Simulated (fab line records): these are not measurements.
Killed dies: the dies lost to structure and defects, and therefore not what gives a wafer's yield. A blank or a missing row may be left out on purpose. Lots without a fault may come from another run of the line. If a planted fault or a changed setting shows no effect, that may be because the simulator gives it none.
Matching of chambers | flow n5-finfet | N5_SDB_HM_DEP_00 on pecvd-02: 3 sister chambers
The step deposits SiNx from SiH4/NH3/N2, target thk 40 nm, time 35.3 s. 6 wafers are shown with their chamber, then 9 later ones without.

## EACH WAFER AND ITS CHAMBER
wafer  | chamber | throttle-valve-pct (%) | showerhead-plenum-p-Torr (Torr)
L085.6 | 2       | 37.6                   | 5.11
L086.1 | 1       | 39.5                   | 5.10
L086.4 | 0       | 42.2                   | 5.17
L087.2 | 0       | 42.1                   | 5.18
L087.5 | 2       | 38.0                   | 5.12
L087.6 | 1       | 39.4                   | 5.10

## WAFERS MISSING THEIR CHAMBER
wafer  | throttle-valve-pct (%) | showerhead-plenum-p-Torr (Torr)
L089.1 | 39.4                   | 5.09
L089.3 | 37.8                   | 5.12
L089.5 | 42.3                   | 5.18
L090.3 | 37.9                   | 5.13
L090.4 | 37.6                   | 5.13
L090.6 | 39.5                   | 5.09
L097.2 | 38.4                   | 5.12
L097.3 | 39.4                   | 5.08
L097.6 | 38.2                   | 5.13

## WHICH CHAMBER EACH WENT THROUGH
wafer  | from the rows above | in truth
L089.1 | 1                   | 1
L089.3 | 2                   | 2
L089.5 | 0                   | 0
L090.3 | 2                   | 2
L090.4 | 2                   | 2
L090.6 | 1                   | 1
L097.2 | 2                   | 2
L097.3 | 1                   | 1
L097.6 | 2                   | 2
Correctly placed: 9 of 9. From these rows, 0 cannot be placed. Placed wrongly: 0.
How it was worked out, from the rows above alone: a wafer's distance from a chamber is the root of the sum, over the readings, of the square of ((its reading less the chamber's mean) divided by the reading's scatter). If the next closest chamber is less than 2 further off than the closest, the wafer can't be placed; otherwise it belongs to the closest. The mean given for a chamber averages the wafers shown for that chamber. The scatter: the root of (the sum of the squares of (reading less its chamber's mean) over the shown wafers, divided by (wafers less chambers)).
